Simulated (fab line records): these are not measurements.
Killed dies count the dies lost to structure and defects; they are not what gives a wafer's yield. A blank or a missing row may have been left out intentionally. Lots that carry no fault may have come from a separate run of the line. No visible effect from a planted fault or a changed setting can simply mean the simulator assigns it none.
The tool behind it: which one? -- flow nand-harc -- 11 lots with 33 wafers sampled at 5 steps, on a route of 1302 steps

== WHAT EACH GAUGE READ, for each wafer ==
NHARC_END_SORT_01.
lot,measured,on,killed-at-array
L107,day 26 00:04,prober-01,67 35 62
L116,day 28 19:38,prober-02,60 57 72

== WHAT TOOL EACH LOT RAN ON (gives the tool, then ch and the chambers of the sampled wafers, and finally the start) ==
lot,NHARC_A_STAIRCASE_DESCUM_186,NHARC_A_STAIRCASE_TRIM_193,NHARC_A_STAIRCASE_ETCH_194,NHARC_A_STAIRCASE_ETCH_201
L106,"rie-diel-11 ch 1,2, day 15 21:43","rie-diel-11 ch 0,3, day 15 22:36","rie-diel-11 ch 2,3, no start","rie-diel-10 ch 0,3, no start"
L107,"rie-diel-10 ch 0,1, day 16 12:34","rie-diel-10 ch 0,1, day 16 13:27","rie-diel-10 ch 1,3, day 26 00:04 or earlier","rie-diel-13 ch 1,2,3, day 26 00:04 or earlier"
L108,"rie-diel-10 ch 1,2,3, day 16 12:52","rie-diel-10 ch 0,1,3, day 16 13:47","rie-diel-10 ch 0,1,3, no start","rie-diel-13 ch 1,2,3, no start"
L109,"rie-diel-11 ch 1,2,3, day 16 14:17","rie-diel-11 ch 0,2, day 16 15:10","rie-diel-11 ch 0,2,3, no start","rie-diel-11 ch 1,2,3, no start"
L116,"rie-diel-11 ch 0,3, day 20 02:32","rie-diel-11 ch 1,2,3, day 20 03:20","rie-diel-11 ch 0,1, day 28 19:38 or earlier","rie-diel-13 ch 0,1,2, day 28 19:38 or earlier"
L117,"rie-diel-11 ch 1,2,3, day 20 19:45","rie-diel-11 ch 0,1,2, day 20 20:35","rie-diel-11 ch 1,3, no start","rie-diel-10 ch 1,3, no start"
L121,"rie-diel-10 ch 0,3, day 21 18:38","rie-diel-10 ch 1,2,3, day 21 19:26","rie-diel-10 ch 0,1,2, no start","rie-diel-10 ch 1,2,3, no start"
L125,"rie-diel-10 ch 1,3, day 23 09:45","rie-diel-10 ch 0,2, day 23 10:31","rie-diel-10 ch 0,2,3, no start","rie-diel-11 ch 0,2,3, no start"
L124,"rie-diel-13 ch 0,3, day 23 10:11","rie-diel-13 ch 0,3, day 23 11:04","rie-diel-13 ch 1,3, no start","rie-diel-13 ch 0,1, no start"
L126,"rie-diel-11 ch 0,1,2, day 24 19:23","rie-diel-11 ch 0,2,3, day 24 20:09","rie-diel-11 ch 0,1,2, no start","rie-diel-11 ch 0,1,3, no start"
L127,"rie-diel-13 ch 0,2,3, day 24 19:49","rie-diel-13 ch 0,2, day 24 20:41","rie-diel-13 ch 2,3, no start","rie-diel-13 ch 0,3, no start"
- NHARC_A_STAIRCASE_DESCUM_186: chemistry O2, time 3 s.
- NHARC_A_STAIRCASE_TRIM_193: chemistry O2, time 211.2 s.
- NHARC_A_STAIRCASE_ETCH_194: etches the open film in C4F8/O2, target depth 100 nm, time 40.5 s.
- NHARC_A_STAIRCASE_ETCH_201: etches the open film in C4F8/O2, target depth 100 nm, time 40.5 s.

== THE ANSWER, worked out from the rows above alone ==
Rule: usual is defined by the lots themselves. The widest of any qualifying gaps counts: lots, ordered by their means at a reading, are off when they make up no more than a third of the lots, leave a main group of 4 or more, and stand apart from it by 3 or more times the standard deviation of that group's means. If all means in a main group match to the digits the tables above print for the reading, that group is not used. A lot without any number at a reading at which 4 lots or more have one is off too. The other lots that the step has rows for count as sound.
None of the lots is off at any reading shown; this tells nothing.

== WHAT THE SIMULATOR PUT IN ==
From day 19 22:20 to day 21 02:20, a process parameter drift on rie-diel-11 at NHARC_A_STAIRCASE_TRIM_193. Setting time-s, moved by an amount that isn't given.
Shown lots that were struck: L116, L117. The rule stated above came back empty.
